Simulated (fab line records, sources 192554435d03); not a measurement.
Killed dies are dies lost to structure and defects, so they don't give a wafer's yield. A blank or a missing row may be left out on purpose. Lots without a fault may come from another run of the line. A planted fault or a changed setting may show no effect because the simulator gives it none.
fab line records | flow n5_finfet
record lots=24 wafers=72 last_day=19
route steps=1938 shown BEOL_M4@1092 BEOL_M5@1170
lots that met no fault: from a run of the same line without faults
start_h: hours from the record's first day to the start of the lot's first wafer shown | wait_h: hours since the lot's step before | " the same as in the row above | L1.1+2: a row that stands for several wafers | - no value, or no start given | * or withheld: withheld | < > ~ a bound
route shown NAME@n: a module of which the file shows steps, and the number in the route of the first | usual: mean/standard deviation of fault-free wafers | same: alike in all rows | chamber/n: place in a boat | sites: the reading at each site | _std_site: their standard deviation | _edge_site: outer sites' mean less inner sites' | radius_mm: how far each site lies from the wafer's centre | mask NAME#n: copy n | behind: the tool/chamber that last shaped the wafer | hold: why the lot was held/for how many hours/how that ended | device: the transistor (n, p or np) that didn't switch | end of line: the same wafers' tests at the end of the route | a step without rows: its recipe alone | killed: dies lost to structure and defects at the first sort, not the wafer's yield | map: a wafer's dies, x killed, . not, _ none there
set.NAME: the setting as run; set.NAME@STEP: as run at that earlier step | model.NAME: the simulator's own value behind a step, which no gauge read
steps of the route over a sample of lots; a table a step, a row a wafer
## steps
# step N5_BEOL_M4_SPUTTER_88
# recipe material=Cu target_thk_a=45 temp_c=-20 chamber_pressure_pa=0.07 power_w=withheld time_s=8.29
# usual substrate_temp_c=-20.01/0.1 throttle_valve_pct=29.7/1.1
# columns lot.wafer tool chamber start_h wait_h substrate_temp_c throttle_valve_pct
L074.1 pvd_sputter-01 - 161.59 0.1 -20.00 30.0
L074.3 " - " " -20.06 30.3
L074.5 " - " " -19.87 30.0
L077.1 pvd_sputter-02 - 176.30 0.1 -20.01 29.5
L077.4 " - " " -20.11 29.8
L077.6 " - " " -19.89 29.8
L075.2 pvd_sputter-01 - 178.84 0.1 -19.97 30.2
L075.4 " - " " -20.12 29.8
L075.6 " - " " -20.02 30.0
L076.1 pvd_sputter-02 - 179.02 0.1 -19.91 29.8
L076.4 " - " " -20.00 29.3
L076.6 " - " " -20.17 29.8
L078.2 pvd_sputter-01 - 191.68 0.1 -19.92 30.2
L078.4 " - " " -20.01 27.1
L078.6 " - " " -19.96 30.1
L079.2 pvd_sputter-03 - 217.81 0.1 -19.87 30.2
L079.3 " - " " -20.11 28.3
L079.5 " - " " -19.88 28.5
L080.1 pvd_sputter-02 - 218.90 0.1 -20.08 31.6
L080.3 " - " " -19.79 29.5
L080.5 " - " " -20.04 29.3
L082.1 pvd_sputter-02 - 221.81 0.1 -20.15 29.3
L082.4 " - " " -20.17 29.5
L082.5 " - " " -20.09 31.9
L081.1 pvd_sputter-03 - 225.51 0.1 -20.10 29.0
L081.2 " - " " -19.88 31.2
L081.6 " - " " -19.87 31.2
L083.2 pvd_sputter-02 - 228.30 0.1 -20.00 29.5
L083.4 " - " " -20.12 31.9
L083.6 " - " " -19.94 29.5
L085.2 pvd_sputter-03 - 249.39 0.1 -20.04 28.4
L085.5 " - " " -20.04 30.0
L085.6 " - " " -20.11 28.9
L084.2 pvd_sputter-02 - 250.41 0.1 -20.10 29.6
L084.5 " - " " -20.26 29.5
L084.6 " - " " -19.95 29.6
L087.2 pvd_sputter-03 - 253.09 0.1 -20.30 29.2
L087.3 " - " " -20.05 31.0
L087.6 " - " " -20.03 30.2
L088.2 pvd_sputter-01 - 254.88 0.1 -20.06 26.9
L088.3 " - " " -19.95 30.1
L088.4 " - " " -20.03 30.3
L086.1 pvd_sputter-01 - 256.72 0.1 -20.02 26.9
L086.3 " - " " -20.01 30.2
L086.5 " - " " -20.19 30.2
L089.1 pvd_sputter-01 - 261.94 0.1 -20.14 30.0
L089.4 " - " " -19.99 30.0
L089.6 " - " " -20.09 30.1
L090.3 pvd_sputter-02 - 266.91 0.1 -20.15 29.7
L090.4 " - " " -20.15 31.5
L090.6 " - " " -20.11 29.7
L091.2 pvd_sputter-01 - 277.29 0.1 -20.07 30.1
L091.5 " - " " -20.13 26.9
L091.6 " - " " -19.96 30.0
L092.3 pvd_sputter-02 - 286.25 0.1 -20.09 31.7
L092.5 " - " " -19.87 29.6
L092.6 " - " " -19.92 31.4
L093.2 pvd_sputter-02 - 296.07 0.1 -20.04 29.4
L093.3 " - " " -20.23 31.5
L093.4 " - " " -20.12 29.4
L095.2 pvd_sputter-02 - 314.31 0.1 -19.77 29.7
L095.5 " - " " -19.97 29.3
L095.6 " - " " -20.05 31.5
L094.3 pvd_sputter-03 - 318.45 0.1 -19.96 28.9
L094.5 " - " " -19.94 29.1
L094.6 " - " " -20.10 30.3
L096.1 pvd_sputter-03 - 322.74 0.1 -20.06 30.8
L096.2 " - " " -19.95 28.3
L096.5 " - " " -19.95 28.4
L097.3 pvd_sputter-03 - 346.13 0.1 -19.88 30.1
L097.4 " - " " -19.93 29.2
L097.5 " - " " -19.85 30.2
# step N5_BEOL_M4_ANNEAL_93
# recipe temp_c=400 time_s=240 ambient=vacuum
# usual heater_power_w=825/89
# columns lot.wafer tool chamber start_h wait_h heater_power_w
L074.1 pvd_sputter-01 - 162.11 0.0 833
L074.3 " - " " 949
L074.5 " - " " 813
L077.1 pvd_sputter-02 - 176.82 0.0 719
L077.4 " - " " 796
L077.6 " - " " 816
L075.2 pvd_sputter-01 - 179.36 0.0 789
L075.4 " - " " 787
L075.6 " - " " 933
L076.1 pvd_sputter-02 - 179.54 0.0 973
L076.4 " - " " 737
L076.6 " - " " 975
L078.2 pvd_sputter-01 - 192.20 0.0 800
L078.4 " - " " 945
L078.6 " - " " 971
L079.2 pvd_sputter-03 - 218.33 0.0 716
L079.3 " - " " 793
L079.5 " - " " 802
L080.1 pvd_sputter-02 - 219.42 0.0 759
L080.3 " - " " 726
L080.5 " - " " 964
L082.1 pvd_sputter-02 - 222.33 0.0 718
L082.4 " - " " 981
L082.5 " - " " 762
L081.1 pvd_sputter-03 - 226.03 0.0 758
L081.2 " - " " 783
L081.6 " - " " 783
L083.2 pvd_sputter-02 - 228.82 0.0 964
L083.4 " - " " 763
L083.6 " - " " 733
L085.2 pvd_sputter-03 - 249.91 0.0 794
L085.5 " - " " 719
L085.6 " - " " 726
L084.2 pvd_sputter-02 - 250.93 0.0 954
L084.5 " - " " 984
L084.6 " - " " 829
L087.2 pvd_sputter-03 - 253.61 0.0 752
L087.3 " - " " 813
L087.6 " - " " 718
L088.2 pvd_sputter-01 - 255.40 0.0 945
L088.3 " - " " 958
L088.4 " - " " 807
L086.1 pvd_sputter-01 - 257.24 0.0 942
L086.3 " - " " 811
L086.5 " - " " 946
L089.1 pvd_sputter-01 - 262.46 0.0 942
L089.4 " - " " 836
L089.6 " - " " 951
L090.3 pvd_sputter-02 - 267.43 0.0 963
L090.4 " - " " 779
L090.6 " - " " 816
L091.2 pvd_sputter-01 - 277.81 0.0 813
L091.5 " - " " 936
L091.6 " - " " 925
L092.3 pvd_sputter-02 - 286.77 0.0 778
L092.5 " - " " 969
L092.6 " - " " 762
L093.2 pvd_sputter-02 - 296.59 0.0 723
L093.3 " - " " 745
L093.4 " - " " 855
L095.2 pvd_sputter-02 - 314.83 0.0 981
L095.5 " - " " 734
L095.6 " - " " 780
L094.3 pvd_sputter-03 - 318.97 0.0 741
L094.5 " - " " 742
L094.6 " - " " 720
L096.1 pvd_sputter-03 - 323.26 0.0 808
L096.2 " - " " 812
L096.5 " - " " 792
L097.3 pvd_sputter-03 - 346.65 0.0 712
L097.4 " - " " 755
L097.5 " - " " 722
# step N5_BEOL_M4_INSPECT_59
# recipe inspect_instrument=darkfield mode=post_dep
# usual raw_defect_count=79/32
# columns lot.wafer tool chamber start_h wait_h raw_defect_count
L074.1 defect_inspect-02 - 163.58 0.0 60
L074.3 " - " " 79
L074.5 " - " " 79
L077.1 defect_inspect-01 - 178.27 0.0 175
L077.4 " - " " 142
L077.6 " - " " 177
L075.2 defect_inspect-02 - 180.80 0.0 65
L075.4 " - " " 63
L075.6 " - " " 48
L076.1 defect_inspect-01 - 180.98 0.0 42
L076.4 " - " " 47
L076.6 " - " " 39
L078.2 defect_inspect-02 - 193.64 0.0 63
L078.4 " - " " 34
L078.6 " - " " 38
L079.2 defect_inspect-01 - 219.77 0.0 21
L079.3 " - " " 58
L079.5 " - " " 43
L080.1 defect_inspect-01 - 220.94 0.0 104
L080.3 " - " " 110
L080.5 " - " " 57
L082.1 defect_inspect-02 - 223.99 0.0 66
L082.4 " - " " 114
L082.5 " - " " 68
L081.1 defect_inspect-02 - 227.56 0.0 50
L081.2 " - " " 51
L081.6 " - " " 89
L083.2 defect_inspect-02 - 230.26 0.0 79
L083.4 " - " " 63
L083.6 " - " " 63
L085.2 defect_inspect-01 - 251.35 0.0 56
L085.5 " - " " 57
L085.6 " - " " 87
L084.2 defect_inspect-02 - 252.47 0.0 63
L084.5 " - " " 52
L084.6 " - " " 56
L087.2 defect_inspect-02 - 255.20 0.0 84
L087.3 " - " " 91
L087.6 " - " " 113
L088.2 defect_inspect-02 - 256.85 0.0 80
L088.3 " - " " 115
L088.4 " - " " 134
L086.1 defect_inspect-01 - 258.93 0.0 93
L086.3 " - " " 115
L086.5 " - " " 101
L089.1 defect_inspect-02 - 263.90 0.0 47
L089.4 " - " " 87
L089.6 " - " " 83
L090.3 defect_inspect-01 - 268.90 0.0 49
L090.4 " - " " 65
L090.6 " - " " 51
L091.2 defect_inspect-02 - 279.53 0.0 61
L091.5 " - " " 78
L091.6 " - " " 115
L092.3 defect_inspect-01 - 288.21 0.0 65
L092.5 " - " " 95
L092.6 " - " " 62
L093.2 defect_inspect-02 - 298.02 0.0 79
L093.3 " - " " 88
L093.4 " - " " 87
L095.2 defect_inspect-01 - 316.26 0.0 85
L095.5 " - " " 76
L095.6 " - " " 64
L094.3 defect_inspect-02 - 320.50 0.0 76
L094.5 " - " " 85
L094.6 " - " " 55
L096.1 defect_inspect-01 - 324.70 0.0 70
L096.2 " - " " 72
L096.5 " - " " 72
L097.3 defect_inspect-02 - 348.10 0.0 123
L097.4 " - " " 76
L097.5 " - " " 89
# step N5_BEOL_M5_DEGAS_44
# recipe ambient=vacuum temp_c=250 time_s=60
# usual heater_power_w=333/34
# columns lot.wafer tool chamber start_h wait_h heater_power_w
L074.1 pvd_sputter-01 - 168.33 0.5 380
L074.3 " - " " 337
L074.5 " - " " 330
L077.1 pvd_sputter-03 - 185.17 0.4 315
L077.4 " - " " 288
L077.6 " - " " 320
L076.1 pvd_sputter-02 - 191.66 0.3 295
L076.4 " - " " 388
L076.6 " - " " 385
L075.2 pvd_sputter-02 - 192.12 0.2 393
L075.4 " - " " 300
L075.6 " - " " 384
L078.2 pvd_sputter-03 - 205.28 2.2 317
L078.4 " - " " 329
L078.6 " - " " 319
L079.2 pvd_sputter-01 - 229.30 1.8 381
L079.3 " - " " 321
L079.5 " - " " 335
L080.1 pvd_sputter-03 - 229.34 2.0 295
L080.3 " - " " 321
L080.5 " - " " 325
L082.1 pvd_sputter-01 - 232.66 2.3 322
L082.4 " - " " 317
L082.5 " - " " 371
L081.1 pvd_sputter-02 - 234.86 0.3 333
L081.2 " - " " 295
L081.6 " - " " 396
L083.2 pvd_sputter-02 - 239.46 0.6 294
L083.4 " - " " 328
L083.6 " - " " 384
L084.2 pvd_sputter-03 - 258.79 0.3 319
L084.5 " - " " 329
L084.6 " - " " 300
L085.2 pvd_sputter-01 - 258.98 0.3 310
L085.5 " - " " 377
L085.6 " - " " 368
L087.2 pvd_sputter-03 - 264.26 0.3 326
L087.3 " - " " 286
L087.6 " - " " 302
L088.2 pvd_sputter-01 - 264.68 0.4 312
L088.3 " - " " 324
L088.4 " - " " 376
L089.1 pvd_sputter-03 - 270.17 0.3 315
L089.4 " - " " 324
L089.6 " - " " 324
L086.1 pvd_sputter-01 - 270.19 0.3 315
L086.3 " - " " 376
L086.5 " - " " 377
L090.3 pvd_sputter-01 - 278.25 2.2 327
L090.4 " - " " 320
L090.6 " - " " 385
L091.2 pvd_sputter-01 - 287.65 0.2 318
L091.5 " - " " 307
L091.6 " - " " 329
L092.3 pvd_sputter-02 - 297.11 1.4 326
L092.5 " - " " 292
L092.6 " - " " 332
L093.2 pvd_sputter-01 - 303.30 0.4 322
L093.3 " - " " 381
L093.4 " - " " 313
L095.2 pvd_sputter-02 - 324.68 0.3 305
L095.5 " - " " 323
L095.6 " - " " 295
L094.3 pvd_sputter-02 - 328.42 0.6 305
L094.5 " - " " 283
L094.6 " - " " 330
L096.1 pvd_sputter-01 - 330.02 0.4 379
L096.2 " - " " 328
L096.5 " - " " 384
L097.3 pvd_sputter-01 - 354.33 0.5 308
L097.4 " - " " 386
L097.5 " - " " 312
# step N5_BEOL_M5_ANNEAL_89
# recipe temp_c=400 time_s=1800 ambient=vacuum
# usual heater_power_w=821/85
# columns lot.wafer tool chamber start_h wait_h heater_power_w
L074.1 pvd_sputter-03 - 172.33 0.0 736
L074.3 " - " " 809
L074.5 " - " " 789
L077.1 pvd_sputter-03 - 189.55 0.0 785
L077.4 " - " " 808
L077.6 " - " " 803
L076.1 pvd_sputter-01 - 195.98 0.0 907
L076.4 " - " " 808
L076.6 " - " " 772
L075.2 pvd_sputter-02 - 204.10 0.0 764
L075.4 " - " " 807
L075.6 " - " " 840
L078.2 pvd_sputter-01 - 209.22 0.0 949
L078.4 " - " " 922
L078.6 " - " " 769
L079.2 pvd_sputter-03 - 233.32 0.0 810
L079.3 " - " " 727
L079.5 " - " " 718
L080.1 pvd_sputter-02 - 233.37 0.0 973
L080.3 " - " " 769
L080.5 " - " " 975
L082.1 pvd_sputter-01 - 236.58 0.0 955
L082.4 " - " " 782
L082.5 " - " " 823
L081.1 pvd_sputter-03 - 238.95 0.0 798
L081.2 " - " " 739
L081.6 " - " " 733
L083.2 pvd_sputter-02 - 243.66 0.0 832
L083.4 " - " " 968
L083.6 " - " " 960
L084.2 pvd_sputter-03 - 262.97 0.0 785
L084.5 " - " " 731
L084.6 " - " " 796
L085.2 pvd_sputter-02 - 263.25 0.0 725
L085.5 " - " " 986
L085.6 " - " " 827
L087.2 pvd_sputter-01 - 268.42 0.0 758
L087.3 " - " " 947
L087.6 " - " " 919
L088.2 pvd_sputter-03 - 268.92 0.0 789
L088.3 " - " " 715
L088.4 " - " " 789
L089.1 pvd_sputter-03 - 274.23 0.0 756
L089.4 " - " " 820
L089.6 " - " " 796
L086.1 pvd_sputter-02 - 274.25 0.0 982
L086.3 " - " " 725
L086.5 " - " " 966
L090.3 pvd_sputter-01 - 282.19 0.0 932
L090.4 " - " " 805
L090.6 " - " " 827
L091.2 pvd_sputter-02 - 291.81 0.0 747
L091.5 " - " " 758
L091.6 " - " " 972
L092.3 pvd_sputter-01 - 301.19 0.0 804
L092.5 " - " " 966
L092.6 " - " " 947
L093.2 pvd_sputter-01 - 307.44 0.0 771
L093.3 " - " " 958
L093.4 " - " " 955
L095.2 pvd_sputter-01 - 328.77 0.0 955
L095.5 " - " " 945
L095.6 " - " " 931
L094.3 pvd_sputter-03 - 332.78 0.0 713
L094.5 " - " " 712
L094.6 " - " " 730
L096.1 pvd_sputter-01 - 334.10 0.0 923
L096.2 " - " " 824
L096.5 " - " " 947
L097.3 pvd_sputter-03 - 358.24 0.0 806
L097.4 " - " " 754
L097.5 " - " " 815
# step N5_BEOL_M5_ANNEAL_51
# recipe temp_c=225 time_s=90 ambient=N2
# usual wafer_temp_C_max=225.9/0.32
# columns lot.wafer tool chamber start_h wait_h wafer_temp_C_max
L074.1 rtp_anneal-02 0 174.32 0.8 225.6
L074.3 " 0 " " 225.7
L074.5 " 0 " " 225.7
L077.1 rtp_anneal-02 0 190.84 0.1 225.7
L077.4 " 0 " " 225.7
L077.6 " 0 " " 225.8
L076.1 rtp_anneal-02 0 197.19 0.1 225.8
L076.4 " 0 " " 225.5
L076.6 " 0 " " 225.8
L075.2 rtp_anneal-01 0 205.35 0.1 225.9
L075.4 " 0 " " 226.2
L075.6 " 0 " " 226.2
L078.2 rtp_anneal-02 0 210.48 0.1 225.7
L078.4 " 0 " " 225.7
L078.6 " 0 " " 225.9
L079.2 rtp_anneal-01 0 234.57 0.1 226.6
L079.3 " 0 " " 226.4
L079.5 " 0 " " 226.5
L080.1 rtp_anneal-02 0 234.58 0.1 225.9
L080.3 " 0 " " 225.6
L080.5 " 0 " " 225.4
L082.1 rtp_anneal-02 0 237.91 0.2 225.8
L082.4 " 0 " " 225.8
L082.5 " 0 " " 225.3
L081.1 rtp_anneal-02 0 240.16 0.1 225.7
L081.2 " 0 " " 226.0
L081.6 " 0 " " 225.7
L083.2 rtp_anneal-01 0 244.92 0.1 225.7
L083.4 " 0 " " 226.5
L083.6 " 0 " " 226.1
L084.2 rtp_anneal-01 0 264.29 0.2 225.8
L084.5 " 0 " " 225.6
L084.6 " 0 " " 225.8
L085.2 rtp_anneal-02 0 264.50 0.1 225.8
L085.5 " 0 " " 225.8
L085.6 " 0 " " 225.8
L087.2 rtp_anneal-01 0 269.68 0.1 225.9
L087.3 " 0 " " 226.1
L087.6 " 0 " " 226.0
L088.2 rtp_anneal-01 0 270.17 0.1 226.2
L088.3 " 0 " " 226.1
L088.4 " 0 " " 226.7
L089.1 rtp_anneal-01 0 275.44 0.1 226.5
L089.4 " 0 " " 226.1
L089.6 " 0 " " 225.9
L086.1 rtp_anneal-01 0 275.71 0.3 226.5
L086.3 " 0 " " 226.5
L086.5 " 0 " " 226.4
L090.3 rtp_anneal-02 0 283.49 0.1 225.7
L090.4 " 0 " " 226.1
L090.6 " 0 " " 226.0
L091.2 rtp_anneal-02 0 293.07 0.1 225.6
L091.5 " 0 " " 225.6
L091.6 " 0 " " 225.9
L092.3 rtp_anneal-02 0 302.49 0.1 225.6
L092.5 " 0 " " 225.9
L092.6 " 0 " " 226.0
L093.2 rtp_anneal-01 0 308.69 0.1 226.2
L093.3 " 0 " " 226.3
L093.4 " 0 " " 226.1
L095.2 rtp_anneal-02 0 330.03 0.1 225.9
L095.5 " 0 " " 226.1
L095.6 " 0 " " 225.9
L094.3 rtp_anneal-01 0 334.08 0.1 226.0
L094.5 " 0 " " 225.7
L094.6 " 0 " " 226.0
L096.1 rtp_anneal-02 0 335.31 0.1 225.5
L096.2 " 0 " " 226.0
L096.5 " 0 " " 225.4
L097.3 rtp_anneal-02 0 359.54 0.1 225.4
L097.4 " 0 " " 225.5
L097.5 " 0 " " 225.4
## key
fault none
